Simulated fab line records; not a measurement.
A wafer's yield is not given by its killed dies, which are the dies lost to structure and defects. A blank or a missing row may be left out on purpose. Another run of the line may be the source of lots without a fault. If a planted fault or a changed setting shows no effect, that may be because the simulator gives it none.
What tool caused it? || flow nand-harc || Sampling: 24 lots, 72 wafers, 2 of 1159 route steps

== WHAT THE GAUGES SHOWED, per wafer ==
NHARC_P_CONTACT_OVL_MEAS_13. Usual: overlay-x-nm 0.0 nm, standard deviation 0.63; overlay-y-nm 0.0 nm, standard deviation 0.72.
{"lot": "L074", "measured": "day 5 15:07", "on": "overlay-01", "overlay-x-nm (nm)": "0.1 0.6 0.2", "overlay-y-nm (nm)": "-0.8 -0.8 -1.0", "flag": ""}
{"lot": "L077", "measured": "day 6 07:01", "on": "overlay-02", "overlay-x-nm (nm)": "1.7 1.4 1.7", "overlay-y-nm (nm)": "0.2 -0.4 -0.4", "flag": ""}
{"lot": "L076", "measured": "day 6 07:17", "on": "overlay-01", "overlay-x-nm (nm)": "-0.6 -0.3 0.0", "overlay-y-nm (nm)": "0.4 0.7 1.2", "flag": ""}
{"lot": "L075", "measured": "day 6 12:43", "on": "overlay-01", "overlay-x-nm (nm)": "0.4 0.3 0.0", "overlay-y-nm (nm)": "-0.3 -0.7 -0.4", "flag": ""}
{"lot": "L078", "measured": "day 6 13:21", "on": "overlay-02", "overlay-x-nm (nm)": "-0.3 0.1 -0.2", "overlay-y-nm (nm)": "0.0 0.6 1.0", "flag": ""}
{"lot": "L079", "measured": "day 6 21:58", "on": "overlay-01", "overlay-x-nm (nm)": "0.1 0.2 0.3", "overlay-y-nm (nm)": "0.6 0.3 0.6", "flag": ""}
{"lot": "L080", "measured": "day 6 22:29", "on": "overlay-02", "overlay-x-nm (nm)": "-0.4 -1.3 -0.7", "overlay-y-nm (nm)": "0.8 1.0 0.7", "flag": ""}
{"lot": "L082", "measured": "day 7 08:23", "on": "overlay-02", "overlay-x-nm (nm)": "0.2 0.0 0.2", "overlay-y-nm (nm)": "-0.5 -0.6 -0.5", "flag": ""}
{"lot": "L081", "measured": "day 7 09:01", "on": "overlay-02", "overlay-x-nm (nm)": "0.8 1.0 0.6", "overlay-y-nm (nm)": "-0.8 -1.0 -0.4", "flag": ""}
{"lot": "L084", "measured": "day 7 18:23", "on": "overlay-01", "overlay-x-nm (nm)": "0.4 -0.5 -0.1", "overlay-y-nm (nm)": "-1.2 -1.0 -1.4", "flag": ""}
{"lot": "L083", "measured": "day 7 19:15", "on": "overlay-02", "overlay-x-nm (nm)": "0.9 0.1 0.3", "overlay-y-nm (nm)": "0.1 -0.1 -0.1", "flag": ""}
{"lot": "L086", "measured": "day 8 22:46", "on": "overlay-02", "overlay-x-nm (nm)": "-0.7 -0.3 -0.3", "overlay-y-nm (nm)": "-1.1 -0.8 -1.0", "flag": ""}
{"lot": "L087", "measured": "day 9 00:08", "on": "overlay-02", "overlay-x-nm (nm)": "0.1 -0.4 -0.6", "overlay-y-nm (nm)": "0.5 0.5 0.3", "flag": ""}
{"lot": "L085", "measured": "day 9 01:55", "on": "overlay-01", "overlay-x-nm (nm)": "-0.6 -0.3 -0.4", "overlay-y-nm (nm)": "-0.1 -0.6 -0.3", "flag": ""}
{"lot": "L089", "measured": "day 9 06:41", "on": "overlay-01", "overlay-x-nm (nm)": "0.6 0.5 0.3", "overlay-y-nm (nm)": "0.4 1.0 0.6", "flag": ""}
{"lot": "L088", "measured": "day 9 06:59", "on": "overlay-01", "overlay-x-nm (nm)": "-0.2 0.0 0.1", "overlay-y-nm (nm)": "-0.4 -0.9 -0.6", "flag": ""}
{"lot": "L090", "measured": "day 9 13:07", "on": "overlay-02", "overlay-x-nm (nm)": "0.0 0.1 -0.1", "overlay-y-nm (nm)": "0.3 -0.1 0.6", "flag": ""}
{"lot": "L092", "measured": "day 9 19:38", "on": "overlay-01", "overlay-x-nm (nm)": "0.5 0.2 0.5", "overlay-y-nm (nm)": "0.9 0.7 0.5", "flag": ""}
{"lot": "L091", "measured": "day 9 20:11", "on": "overlay-02", "overlay-x-nm (nm)": "0.7 1.3 1.3", "overlay-y-nm (nm)": "0.1 -0.3 0.5", "flag": ""}
{"lot": "L093", "measured": "day 10 13:24", "on": "overlay-01", "overlay-x-nm (nm)": "-0.5 -0.2 -1.2", "overlay-y-nm (nm)": "0.4 0.8 0.5", "flag": ""}
{"lot": "L094", "measured": "day 10 13:49", "on": "overlay-01", "overlay-x-nm (nm)": "-0.9 -0.6 -0.4", "overlay-y-nm (nm)": "0.9 1.2 1.4", "flag": ""}
{"lot": "L095", "measured": "day 10 21:08", "on": "overlay-02", "overlay-x-nm (nm)": "0.0 -0.5 0.1", "overlay-y-nm (nm)": "0.6 0.5 0.5", "flag": ""}
{"lot": "L096", "measured": "day 11 05:30", "on": "overlay-02", "overlay-x-nm (nm)": "-0.4 -1.0 -0.7", "overlay-y-nm (nm)": "-0.4 -0.3 -0.4", "flag": ""}
{"lot": "L097", "measured": "day 11 06:41", "on": "overlay-01", "overlay-x-nm (nm)": "-0.2 -0.4 -0.2", "overlay-y-nm (nm)": "0.3 0.1 -0.2", "flag": ""}

== WHAT TOOL EACH LOT RAN ON (gives the tool, then ch and the chambers of the sampled wafers, and finally the start) ==
{"lot": "L074", "NHARC_P_GATE_DEGAS_109": "pvd-sputter-01, day 5 12:29"}
{"lot": "L077", "NHARC_P_GATE_DEGAS_109": "pvd-sputter-02, day 6 04:21"}
{"lot": "L076", "NHARC_P_GATE_DEGAS_109": "pvd-sputter-03, day 6 04:37"}
{"lot": "L075", "NHARC_P_GATE_DEGAS_109": "pvd-sputter-03, day 6 10:03"}
{"lot": "L078", "NHARC_P_GATE_DEGAS_109": "pvd-sputter-02, day 6 10:49"}
{"lot": "L079", "NHARC_P_GATE_DEGAS_109": "pvd-sputter-03, day 6 19:04"}
{"lot": "L080", "NHARC_P_GATE_DEGAS_109": "pvd-sputter-01, day 6 19:36"}
{"lot": "L082", "NHARC_P_GATE_DEGAS_109": "pvd-sputter-01, day 7 05:35"}
{"lot": "L081", "NHARC_P_GATE_DEGAS_109": "pvd-sputter-03, day 7 06:11"}
{"lot": "L084", "NHARC_P_GATE_DEGAS_109": "pvd-sputter-03, day 7 15:38"}
{"lot": "L083", "NHARC_P_GATE_DEGAS_109": "pvd-sputter-03, day 7 16:43"}
{"lot": "L086", "NHARC_P_GATE_DEGAS_109": "pvd-sputter-02, day 8 20:06"}
{"lot": "L087", "NHARC_P_GATE_DEGAS_109": "pvd-sputter-02, day 8 21:29"}
{"lot": "L085", "NHARC_P_GATE_DEGAS_109": "pvd-sputter-01, day 8 23:23"}
{"lot": "L089", "NHARC_P_GATE_DEGAS_109": "pvd-sputter-01, day 9 03:50"}
{"lot": "L088", "NHARC_P_GATE_DEGAS_109": "pvd-sputter-02, day 9 04:17"}
{"lot": "L090", "NHARC_P_GATE_DEGAS_109": "pvd-sputter-03, day 9 10:20"}
{"lot": "L092", "NHARC_P_GATE_DEGAS_109": "pvd-sputter-02, day 9 16:52"}
{"lot": "L091", "NHARC_P_GATE_DEGAS_109": "pvd-sputter-01, day 9 17:28"}
{"lot": "L093", "NHARC_P_GATE_DEGAS_109": "pvd-sputter-03, day 10 10:47"}
{"lot": "L094", "NHARC_P_GATE_DEGAS_109": "pvd-sputter-01, day 10 11:10"}
{"lot": "L095", "NHARC_P_GATE_DEGAS_109": "pvd-sputter-01, day 10 18:06"}
{"lot": "L096", "NHARC_P_GATE_DEGAS_109": "pvd-sputter-02, day 11 02:58"}
{"lot": "L097", "NHARC_P_GATE_DEGAS_109": "pvd-sputter-03, day 11 03:44"}
- NHARC_P_GATE_DEGAS_109: time 60 s.

== WHAT THE TOOLS THEMSELVES READ (means of the sampled wafers that have a number; where no wafer has one, the mark that the record gives instead) ==
NHARC_P_GATE_DEGAS_109. Usual: heater-power-w reads 464 W (standard deviation 39).
{"lot": "L074", "tool": "pvd-sputter-01", "heater-power-w (W)": 500, "flag": ""}
{"lot": "L077", "tool": "pvd-sputter-02", "heater-power-w (W)": 486, "flag": ""}
{"lot": "L076", "tool": "pvd-sputter-03", "heater-power-w (W)": 445, "flag": ""}
{"lot": "L075", "tool": "pvd-sputter-03", "heater-power-w (W)": 469, "flag": ""}
{"lot": "L078", "tool": "pvd-sputter-02", "heater-power-w (W)": 502, "flag": ""}
{"lot": "L079", "tool": "pvd-sputter-03", "heater-power-w (W)": 466, "flag": ""}
{"lot": "L080", "tool": "pvd-sputter-01", "heater-power-w (W)": 469, "flag": ""}
{"lot": "L082", "tool": "pvd-sputter-01", "heater-power-w (W)": 452, "flag": ""}
{"lot": "L081", "tool": "pvd-sputter-03", "heater-power-w (W)": 462, "flag": ""}
{"lot": "L084", "tool": "pvd-sputter-03", "heater-power-w (W)": 484, "flag": ""}
{"lot": "L083", "tool": "pvd-sputter-03", "heater-power-w (W)": 446, "flag": ""}
{"lot": "L086", "tool": "pvd-sputter-02", "heater-power-w (W)": 446, "flag": ""}
{"lot": "L087", "tool": "pvd-sputter-02", "heater-power-w (W)": 445, "flag": ""}
{"lot": "L085", "tool": "pvd-sputter-01", "heater-power-w (W)": 409, "flag": ""}
{"lot": "L089", "tool": "pvd-sputter-01", "heater-power-w (W)": 452, "flag": ""}
{"lot": "L088", "tool": "pvd-sputter-02", "heater-power-w (W)": 450, "flag": ""}
{"lot": "L090", "tool": "pvd-sputter-03", "heater-power-w (W)": 458, "flag": ""}
{"lot": "L092", "tool": "pvd-sputter-02", "heater-power-w (W)": 444, "flag": ""}
{"lot": "L091", "tool": "pvd-sputter-01", "heater-power-w (W)": 456, "flag": ""}
{"lot": "L093", "tool": "pvd-sputter-03", "heater-power-w (W)": 452, "flag": ""}
{"lot": "L094", "tool": "pvd-sputter-01", "heater-power-w (W)": 482, "flag": ""}
{"lot": "L095", "tool": "pvd-sputter-01", "heater-power-w (W)": 434, "flag": ""}
{"lot": "L096", "tool": "pvd-sputter-02", "heater-power-w (W)": 484, "flag": ""}
{"lot": "L097", "tool": "pvd-sputter-03", "heater-power-w (W)": 442, "flag": ""}

== THE ANSWER, worked out from the rows above alone ==
Rule: a lot is off if the mean of its wafers that have a number lies more than 3 standard deviations from the usual mean. Also off: a lot with no number at a reading for which 4 or more lots have one. Any other lot the step has rows for is counted as sound. After the gauges, taken in route order, come the tools' own readings; for these a lot's mean is taken, as printed above. The first step at which some lot is off is used, and at that step the reading that is off furthest; a lot without a number counts as furthest.
No lot is off at any reading shown: from this, nothing can be told.

== WHAT THE SIMULATOR HAD INSERTED ==
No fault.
